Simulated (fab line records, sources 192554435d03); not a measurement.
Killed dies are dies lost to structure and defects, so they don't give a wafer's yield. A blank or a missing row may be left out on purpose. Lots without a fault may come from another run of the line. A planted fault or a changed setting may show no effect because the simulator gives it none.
Split-lot experiment | flow n5_finfet | 7 lots, 39 wafers read, on a route of 1938 steps

THE SPLIT
At N5_DUMMY_GATE_ETCH_42 (etches SiO2 in CHF3/O2, target depth 3.5 nm, time 31 s), the setting bias_w was moved away from the recipe's 12 W on 12 of the 39 wafers read, by -17.3% to +14.9%. The other wafers ran this setting at the recipe's value.

The reading is taken at the split's own step.

THE READING
rf_vpp_V, in V, at N5_DUMMY_GATE_ETCH_42 (etches SiO2 in CHF3/O2, target depth 3.5 nm, time 31 s). Fault-free wafers of this fab line usually give 42.5 V, standard deviation 1 V.

wafer  | tool, chamber at the split | bias_w as run, W | against the recipe | rf_vpp_V, V | against lot-mates on the recipe
L074.1 | rie_diel-06, 3             | 12               | recipe             | 42.7        | -
L074.2 | rie_diel-06, 2             | 12               | recipe             | 44.6        | -
L074.3 | rie_diel-06, 0             | 12               | recipe             | 41.0        | -
L074.4 | rie_diel-06, 1             | 9.922            | -17.3%             | 37.2        | -5.6
L074.5 | rie_diel-06, 3             | 9.922            | -17.3%             | 36.3        | -6.5
L074.6 | rie_diel-06, 0             | 9.922            | -17.3%             | 37.1        | -5.7
L075.1 | rie_diel-03, 1             | 13.79            | +14.9%             | 47.0        | +4.4
L075.2 | rie_diel-03, 3             | 12               | recipe             | 42.5        | -
L075.3 | rie_diel-03, 2             | 12               | recipe             | 43.1        | -
L075.4 | rie_diel-03, 1             | 13.79            | +14.9%             | 46.3        | +3.7
L075.5 | rie_diel-03, 2             | 12               | recipe             | 42.1        | -
L075.6 | rie_diel-03, 3             | 13.79            | +14.9%             | 47.1        | +4.5
L077.1 | rie_diel-05, 3             | 10.07            | -16.1%             | 35.8        | -6.5
L077.2 | rie_diel-05, 1             | 12               | recipe             | 41.3        | -
L077.3 | rie_diel-05, 0             | 12               | recipe             | 42.4        | -
L077.4 | rie_diel-05, 2             | 10.07            | -16.1%             | 36.3        | -6.0
L077.5 | rie_diel-05, 0             | 12               | recipe             | 43.1        | -
L077.6 | rie_diel-05, 1             | 10.07            | -16.1%             | 38.5        | -3.8
L087.1 | rie_diel-03, 2             | 12               | recipe             | 44.1        | -
L087.2 | rie_diel-03, 0             | 12               | recipe             | 41.8        | -
L087.3 | rie_diel-03, 3             | 12               | recipe             | 42.8        | -
L087.4 | rie_diel-03, 1             | 12               | recipe             | 42.0        | -
L087.5 | rie_diel-03, 0             | 12               | recipe             | 43.4        | -
L087.6 | rie_diel-03, 3             | 12               | recipe             | 43.1        | -
L090.1 | rie_diel-06, 0             | 12               | recipe             | 41.4        | -
L090.2 | rie_diel-06, 1             | 12               | recipe             | 42.5        | -
L090.5 | rie_diel-06, 3             | 12               | recipe             | 41.6        | -
L091.1 | rie_diel-05, 3             | 12               | recipe             | 42.9        | -
L091.2 | rie_diel-05, 0             | 12               | recipe             | 42.6        | -
L091.3 | rie_diel-05, 2             | 12               | recipe             | 39.7        | -
L091.4 | rie_diel-05, 1             | 12               | recipe             | 42.5        | -
L091.5 | rie_diel-05, 3             | 12               | recipe             | 43.5        | -
L091.6 | rie_diel-05, 0             | 12               | recipe             | 43.1        | -
L097.1 | rie_diel-03, 0             | 12               | recipe             | 41.9        | -
L097.2 | rie_diel-03, 2             | 11.07            | -7.8%              | 39.6        | -3.1
L097.3 | rie_diel-03, 1             | 12               | recipe             | 42.2        | -
L097.4 | rie_diel-03, 0             | 11.07            | -7.8%              | 39.2        | -3.5
L097.5 | rie_diel-03, 2             | 12               | recipe             | 43.9        | -
L097.6 | rie_diel-03, 1             | 11.07            | -7.8%              | 38.1        | -4.6

THE FIT
A straight line over all 39 wafers: rf_vpp_V changes by +0.328 V for each +1% of bias_w; r = +0.93; the points scatter about the line by 1 V.
The same after taking each lot's own level away (the mean of its wafers on the recipe; 39 wafers): +0.329 V for each +1%; r = +0.94; scatter 0.98 V.
On that fit, the largest move of bias_w shifts the reading by 5.7 V.
The lots' own levels span 41.83 to 42.87 V, that is 1.0 times the standard deviation above.
So the lot-to-lot level changes the slope little: the two slopes agree.
Check: with one of the wafers moved furthest among these (-17.3%) left out of the fit, the line predicts -5.9 V for it against its lot-mates. It came out at -5.57 V against them.
Tool readings at the split's step, against how far the setting was moved: rf_vpp_V r = +0.93.

OTHER SPLITS ON THESE WAFERS
These wafers also went through other splits before the reading. Each is held against what the fit with the lots' levels taken away leaves over:
other split on the same wafers | wafers away from the commonest value | r with rf_vpp_V (lot level and that fit taken away)
N5_FIN_SAQP_ALD_61 temp_c      | 15                                   | -0.08
N5_DUMMY_GATE_ETCH_32 time_s   | 18                                   | -0.02

THE FILE'S OWN FIT
rf_vpp_V changes by +0.332 V for each +1% of bias_w, r = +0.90.
